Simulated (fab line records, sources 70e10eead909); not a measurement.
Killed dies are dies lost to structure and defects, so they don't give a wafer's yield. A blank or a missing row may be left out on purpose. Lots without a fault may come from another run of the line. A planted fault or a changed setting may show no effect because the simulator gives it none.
Which tool did it? | flow nand_harc | 12 lots, 36 wafers sampled, at 6 steps of a route of 1302

WHAT THE GAUGES READ, wafer by wafer
NHARC_P_GATE_CD_MEAS_11: target cd 1640 nm. Usual: cd_nm 1640.7 nm, standard deviation 1.9.
lot  | measured     | on        | cd_nm (nm)           | flag
L621 | day 4 19:46  | cd_sem-02 | 1641.4 1639.5 1639.3 |
L622 | day 5 10:11  | cd_sem-03 | 1640.8 1641.1 1641.9 |
L625 | day 5 23:30  | cd_sem-01 | 1642.3 1642.3 1639.9 |
L626 | day 6 14:40  | cd_sem-01 | 1640.6 1640.3 1639.1 |
L628 | day 7 09:13  | cd_sem-02 | 1643.9 1639.7 1645.0 |
L632 | day 8 20:53  | cd_sem-01 | 1640.9 1637.5 1641.3 |
L639 | day 11 22:10 | cd_sem-02 | 1640.4 1638.4 1640.4 |
L640 | day 12 04:37 | cd_sem-03 | 1639.8 1638.2 1641.3 |
L641 | day 12 17:40 | cd_sem-01 | 1640.1 1638.8 1641.8 |
L642 | day 13 01:29 | cd_sem-01 | 1640.1 1640.5 1642.7 |
L643 | day 13 15:55 | cd_sem-03 | 1639.5 1639.0 1639.2 |
L644 | day 13 23:22 | cd_sem-02 | 1641.7 1640.1 1638.9 |

NHARC_P_GATE_CD_MEAS_46: target cd 720 nm. Usual: cd_nm 719.7 nm, standard deviation 1.7.
lot  | measured     | on        | cd_nm (nm)        | flag
L621 | day 5 21:44  | cd_sem-01 | 719.4 719.8 717.6 |
L622 | day 6 13:52  | cd_sem-02 | 718.2 720.9 720.4 |
L625 | day 7 04:37  | cd_sem-02 | 718.9 720.0 721.0 |
L626 | day 7 20:28  | cd_sem-01 | 720.5 720.6 719.4 |
L628 | day 8 11:12  | cd_sem-02 | 715.3 718.2 717.1 |
L632 | day 9 22:41  | cd_sem-03 | - - -             | OFF
L639 | day 13 04:01 | cd_sem-03 | 720.9 719.7 721.2 |
L640 | day 13 10:59 | cd_sem-02 | 721.3 721.8 721.0 |
L641 | day 13 22:26 | cd_sem-01 | 722.6 720.3 721.4 |
L642 | day 14 05:26 | cd_sem-02 | 718.2 718.4 719.2 |
L643 | day 14 18:14 | cd_sem-02 | 717.4 720.1 718.1 |
L644 | day 15 01:19 | cd_sem-02 | 718.8 719.0 718.1 |

NHARC_END_SORT_01. Usual: killed_at_array 55, standard deviation 23; killed_at_other 1.0, standard deviation 1.2; killed_at_periphery 3.2, standard deviation 2.7; killed_dies 59, standard deviation 23; killed_open 3.1, standard deviation 1.6; killed_short 2.2, standard deviation 1.5.
lot  | measured     | on        | killed_at_array | killed_at_other | killed_at_periphery | killed_dies | killed_open | killed_short | flag
L621 | day 24 21:58 | prober-01 | 41 41 41        | 0 0 0           | 0 3 4               | 41 44 45    | 4 5 4       | 3 1 3        |
L622 | day 25 00:15 | prober-02 | 112 116 117     | 0 0 3           | 3 1 2               | 115 117 122 | 4 2 5       | 1 1 2        |
L625 | day 25 18:49 | prober-02 | 25 18 25        | 2 1 2           | 1 0 1               | 28 19 28    | 2 3 2       | 0 1 2        |
L626 | day 26 04:32 | prober-02 | 45 45 47        | 2 0 0           | 0 2 3               | 47 47 50    | 3 4 3       | 2 3 1        |
L628 | day 27 00:41 | prober-01 | 39 34 30        | 0 1 0           | 4 2 5               | 43 37 35    | 2 4 3       | 5 3 2        |
L632 | day 29 02:59 | prober-02 | 100 86 96       | 3 2 2           | 574 589 579         | 677 677 677 | 5 6 3       | 1 2 0        | OFF
L639 | day 32 17:45 | prober-01 | 84 81 65        | 0 1 0           | 3 1 0               | 87 83 65    | 3 3 2       | 2 0 2        |
L640 | day 32 08:07 | prober-01 | 82 78 76        | 0 0 0           | 1 1 4               | 83 79 80    | 5 3 3       | 3 1 1        |
L641 | day 32 01:05 | prober-01 | 50 61 50        | 1 0 0           | 2 1 4               | 53 62 54    | 0 4 3       | 0 2 4        |
L642 | day 33 04:57 | prober-02 | 68 48 45        | 0 0 1           | 1 0 3               | 69 48 49    | 4 4 1       | 3 1 1        |
L643 | day 33 14:23 | prober-02 | 41 47 55        | 1 4 2           | 1 3 1               | 43 54 58    | 2 4 1       | 2 2 4        |
L644 | day 33 10:23 | prober-01 | 39 41 46        | 0 0 0           | 0 1 4               | 39 42 50    | 4 5 5       | 3 4 2        |

WHICH TOOL RAN EACH LOT (tool, then ch and the chambers of the sampled wafers, then the start)
lot  | NHARC_P_GATE_HM_OPEN_105                      | NHARC_P_GATE_EXPOSE_43            | NHARC_P_GATE_DESCUM_48
L621 | rie_diel-05 ch 0,2,3, day 5 21:34 or earlier  | krf_scanner-03 ch 0, day 5 21:34  | rie_diel-05 ch 0,2,3, day 5 21:53
L622 | rie_diel-10 ch 0,3, day 6 13:42 or earlier    | krf_scanner-02 ch 0, day 6 13:42  | rie_diel-05 ch 2,3, day 6 14:02
L625 | rie_diel-10 ch 2,3, day 7 04:28 or earlier    | krf_scanner-04 ch 0, day 7 04:28  | rie_diel-05 ch 0,2,3, day 7 04:46
L626 | rie_diel-04 ch 0,2, day 7 20:19 or earlier    | krf_scanner-03 ch 0, day 7 20:19  | rie_diel-04 ch 0,3, day 7 20:38
L628 | rie_diel-04 ch 0,1,2, day 8 11:03 or earlier  | krf_scanner-02 ch 0, day 8 11:03  | rie_diel-05 ch 0,1, day 8 11:24
L632 | rie_diel-04 ch 1,2,3, day 9 22:32 or earlier  | krf_scanner-02 ch 0, day 9 22:32  | rie_diel-10 ch 1,2,3, day 9 22:52
L639 | rie_diel-04 ch 0,1,2, day 13 03:52 or earlier | krf_scanner-04 ch 0, day 13 03:52 | rie_diel-10 ch 0,1,2, day 13 04:11
L640 | rie_diel-10 ch 0,1, day 13 10:50 or earlier   | krf_scanner-02 ch 0, day 13 10:50 | rie_diel-05 ch 1,2, day 13 11:10
L641 | rie_diel-05 ch 0,3, day 13 22:17 or earlier   | krf_scanner-04 ch 0, day 13 22:17 | rie_diel-04 ch 2,3, day 13 22:36
L642 | rie_diel-05 ch 0,1,2, day 14 05:17 or earlier | krf_scanner-04 ch 0, day 14 05:17 | rie_diel-10 ch 0,2,3, day 14 05:37
L643 | rie_diel-10 ch 0,1,3, day 14 18:05 or earlier | krf_scanner-02 ch 0, day 14 18:05 | rie_diel-04 ch 0,1,2, day 14 18:26
L644 | rie_diel-04 ch 1,2,3, day 15 01:10 or earlier | krf_scanner-03 ch 0, day 15 01:10 | rie_diel-10 ch 0,2,3, day 15 01:29
- NHARC_P_GATE_HM_OPEN_105: chemistry O2/COS, target depth 360 nm.
- NHARC_P_GATE_EXPOSE_43: exposes mask P NSD, target cd 720 nm.
- NHARC_P_GATE_DESCUM_48: chemistry O2, time 3 s.

WHAT THE TOOLS THEMSELVES READ (means of the sampled wafers that have a number; where no wafer has one, the mark that the record gives instead)
NHARC_P_GATE_HM_OPEN_105. Usual: drypump_motor_current_A 5.7 A, standard deviation 0.44; oes_product_au 0.998 a.u., standard deviation 0.011; rf_vpp_V 467.3 V, standard deviation 2.7; showerhead_plenum_p_Torr 3.13 Torr, standard deviation 0.12; throttle_valve_pct 28.331 %, standard deviation 0.0089.
lot  | tool        | drypump_motor_current_A (A) | oes_product_au (a.u.) | rf_vpp_V (V) | showerhead_plenum_p_Torr (Torr) | throttle_valve_pct (%) | flag
L621 | rie_diel-05 | 5.7                         | 0.994                 | 469.0        | 3.17                            | 28.329                 |
L622 | rie_diel-10 | 5.7                         | 0.984                 | 466.2        | 3.05                            | 28.336                 |
L625 | rie_diel-10 | 5.8                         | 0.987                 | 471.0        | 3.28                            | 28.326                 |
L626 | rie_diel-04 | 6.1                         | 1.006                 | 467.6        | 3.14                            | 28.334                 |
L628 | rie_diel-04 | 5.8                         | 1.003                 | 465.6        | 3.11                            | 28.334                 |
L632 | rie_diel-04 | 5.7                         | 0.995                 | 467.0        | 3.12                            | 28.332                 |
L639 | rie_diel-04 | 5.7                         | 1.009                 | 467.3        | 3.11                            | 28.332                 |
L640 | rie_diel-10 | 5.4                         | 0.984                 | 464.5        | 2.98                            | 28.337                 |
L641 | rie_diel-05 | 5.5                         | 1.012                 | 465.6        | 3.08                            | 28.333                 |
L642 | rie_diel-05 | 6.1                         | 1.002                 | 469.1        | 3.20                            | 28.333                 |
L643 | rie_diel-10 | 5.6                         | 0.990                 | 466.5        | 3.09                            | 28.336                 |
L644 | rie_diel-04 | 5.8                         | 1.004                 | 466.9        | 3.12                            | 28.335                 |

NHARC_P_GATE_DESCUM_48. Usual: drypump_motor_current_A 5.7 A, standard deviation 0.42; oes_product_au 0.998 a.u., standard deviation 0.0098; rf_vpp_V 57.9 V, standard deviation 0.91; showerhead_plenum_p_Torr 1.93 Torr, standard deviation 0.082; throttle_valve_pct 11.311 %, standard deviation 0.0095.
lot  | tool        | drypump_motor_current_A (A) | oes_product_au (a.u.) | rf_vpp_V (V) | showerhead_plenum_p_Torr (Torr) | throttle_valve_pct (%) | flag
L621 | rie_diel-05 | 5.7                         | 0.997                 | 58.5         | 1.95                            | 11.307                 |
L622 | rie_diel-05 | 5.7                         | 0.997                 | 58.1         | 1.95                            | 11.307                 |
L625 | rie_diel-05 | 5.7                         | 0.996                 | 57.4         | 1.95                            | 11.311                 |
L626 | rie_diel-04 | 5.9                         | 0.995                 | 57.4         | 1.90                            | 11.307                 |
L628 | rie_diel-05 | 6.2                         | 0.986                 | 58.0         | 1.93                            | 11.317                 |
L632 | rie_diel-10 | 5.5                         | 0.996                 | 58.3         | 1.97                            | 11.303                 |
L639 | rie_diel-10 | 5.4                         | 0.990                 | 58.2         | 1.90                            | 11.313                 |
L640 | rie_diel-05 | 6.4                         | 1.002                 | 57.8         | 1.99                            | 11.323                 |
L641 | rie_diel-04 | 6.0                         | 0.999                 | 58.4         | 1.93                            | 11.311                 |
L642 | rie_diel-10 | 5.6                         | 1.003                 | 57.0         | 1.94                            | 11.307                 |
L643 | rie_diel-04 | 5.7                         | 1.002                 | 57.9         | 1.90                            | 11.310                 |
L644 | rie_diel-10 | 5.6                         | 0.995                 | 57.6         | 1.94                            | 11.307                 |

THE ANSWER, worked out from the rows above alone
Rule: a lot is off if the mean of its wafers that have a number lies more than 3 standard deviations from the usual mean. A lot without any number at a reading at which 4 lots or more have one is off too. The other lots that the step has rows for count as sound. The gauges are gone through in route order, then the tools' own readings, and for those a lot's mean is taken as printed above. The first step at which some lot is off is used, and at that step the reading that is off furthest; a lot without a number counts as furthest.
Off: L632, at NHARC_P_GATE_CD_MEAS_46 (cd_nm). Without a number there: L632.
A tool fits if, at a process step before that reading, it ran every lot that is off, and no sound lot after the first of them. The gauges at NHARC_P_GATE_CD_MEAS_46 aren't tried: what is off there is off at NHARC_END_SORT_01 too, on other tools, and a gauge's error can't cause that. NHARC_P_GATE_HM_OPEN_105 gives no start for some lots, so the hours and the order of its lots are those of NHARC_P_GATE_EXPOSE_43. None of those tried fits.

WHAT THE SIMULATOR HAD PUT IN
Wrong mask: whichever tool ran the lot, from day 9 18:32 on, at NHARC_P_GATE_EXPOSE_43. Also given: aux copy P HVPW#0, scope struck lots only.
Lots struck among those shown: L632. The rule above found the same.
